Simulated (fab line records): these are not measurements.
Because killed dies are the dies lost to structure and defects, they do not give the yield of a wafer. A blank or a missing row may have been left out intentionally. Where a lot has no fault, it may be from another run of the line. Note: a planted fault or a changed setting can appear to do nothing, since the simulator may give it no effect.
Struck lot and sound lot, side by side + flow n5_finfet + 15 out of 1938 route steps
Sound: these wafers, L400.2, L400.4, L400.6. Struck: wafer L392.2 (left out: L392.1, a lot-mate that was not struck); the cause follows at the end.
At each step with rows: each side's tool, then ch and its chambers, then its first start. Under that, the readings that differ: sound wafers + struck wafers + difference of the means + sigmas: that difference in standard deviations of wafers without a fault.
alike: readings whose means differ by less than 2 such deviations, and words and numbers that are the same on both sides. not compared: withheld readings, readings that some wafer has no value for, bounds like >300 that may hide the same value, and numbers for which the record gives no deviation and whose values overlap.
Wherever a step has rows on one side only, a row that says differs or no value, or a row with sigmas, the two part there. When numbers do not overlap yet have no deviation, they are printed without sigmas and do not part them. A reading that every wafer of one side lacks parts them only if that side has two wafers or more.

N5_BEOL_M6_TRENCH_ETCH_37: etches SiCOH lowk in C4F6/O2, target depth 94.435 nm, time 31.5 s.
  sound on rie_diel-04 ch 0,2; struck on rie_diel-06 ch 1
| reading                         | sound          | struck | difference | sigmas |
|---------------------------------|----------------|--------|------------|--------|
| showerhead_plenum_p_Torr (Torr) | 2.81 2.76 2.76 | 3.00   | +0.22      | +2     |
  alike: chamber_pressure_mTorr, drypump_motor_current_A, oes_ar_750_au, oes_product_au, rf_vpp_V, throttle_valve_pct
  not compared: rf_hours_counter_h
N5_BEOL_M6_ETCH_41: etches SiCN in CH3F/O2, target depth 29.7 nm, time 52 s.
  sound on rie_diel-04 ch 0,2; struck on rie_diel-06 ch 1
| reading                         | sound             | struck | difference | sigmas |
|---------------------------------|-------------------|--------|------------|--------|
| rf_vpp_V (V)                    | 296.9 295.7 294.8 | 300.6  | +4.8       | +3     |
| showerhead_plenum_p_Torr (Torr) | 1.97 1.93 1.93    | 2.11   | +0.17      | +2     |
  alike: chamber_pressure_mTorr, drypump_motor_current_A, oes_product_au, throttle_valve_pct
  not compared: rf_hours_counter_h
then, 1 step without rows for these wafers: N5_BEOL_M6_STRIP_80 (strips in N2/H2, time 10 s).
N5_BEOL_M6_OCD_MEAS_38:
  sound on ocd-02 at day 15 01:19; struck on ocd-01 at day 13 07:31
  alike: trench_depth_nm
then, 4 steps without rows for these wafers: N5_BEOL_M6_HM_STRIP_39 (strips TiN in peroxide tin strip, target depth 25 nm, time 158 s); N5_BEOL_M6_SRD_40 (time 30 s); N5_BEOL_M6_PRECLEAN_42 (cleans in residue remover, time 60 s); N5_BEOL_M6_SRD_43 (time 30 s).
N5_BEOL_M6_CD_MEAS_35: target cd 40 nm, target cd y 28 nm.
  sound on cd_sem-01 at day 15 01:28; struck on cd_sem-01 at day 13 07:40
  alike: cd_nm
then, 1 step without rows for these wafers: N5_BEOL_M6_CURE_75 (cures SiCOH lowk, time 120 s).
N5_BEOL_M6_DEGAS_44: time 60 s.
  sound on pvd_sputter-02 at day 15 01:56; struck on pvd_sputter-01 at day 13 08:06
  alike: heater_power_w
N5_BEOL_M6_PRE_CLEAN_45: time 30 s.
  sound on pvd_sputter-02 at day 15 01:59; struck on pvd_sputter-01 at day 13 08:08
  alike: heater_power_w
N5_BEOL_M6_ALD_77: deposits TaN, target thk 2 nm, pulse time 2 s, purge time 3 s.
  sound on ald_metal-04 ch 0,2,3, day 15 02:07; struck on ald_metal-03 ch 3, day 13 08:12
| reading                      | sound          | struck | difference | sigmas |
|------------------------------|----------------|--------|------------|--------|
| co_reactant_pulse_time_s (s) | 3 3 3          | 3.5354 | +0.5354    |        |
| heater_power_w (W)           | 372 358 375    | 485    | +117       | +2     |
| mfc_carrier_sccm (sccm)      | 1500 1507 1489 | 1510   | +11        | +2     |
N5_BEOL_M6_SURFACE_TREAT_79:
  sound on pvd_sputter-01 at day 15 03:43; struck on pvd_sputter-03 at day 13 08:29
  not compared: pressure_mtorr, throttle_valve_pct
-- here the record skips 3 days between the struck wafers' starts before and after, leaving off in module BEOL_M6 and picking up in module PASSIVATION (first step shown: number 1936 of the route) --
N5_PASSIVATION_PROBE_49:
  sound on prober-02 at day 19 02:51; struck on prober-01 at day 16 17:58
| reading               | sound       | struck | difference | sigmas |
|-----------------------|-------------|--------|------------|--------|
| sort_bin_6_memory (%) | 2.6 2.4 1.7 | 3.8    | +1.6       | +2     |
  alike: defect_limited_yield, killed_at_M0_to_M3, killed_at_M4_up, killed_at_contacts, killed_at_front_end, killed_at_other, killed_dies, killed_on_rim, killed_open, killed_short, sort_bin_5_function, sort_bin_8_speed, sort_n_pass, sort_yield_pct

== WHERE THEY PART ==
At N5_BEOL_M6_TRENCH_ETCH_37 first; at N5_PASSIVATION_PROBE_49 last (within this record only).

WHY: the cause the simulator had injected
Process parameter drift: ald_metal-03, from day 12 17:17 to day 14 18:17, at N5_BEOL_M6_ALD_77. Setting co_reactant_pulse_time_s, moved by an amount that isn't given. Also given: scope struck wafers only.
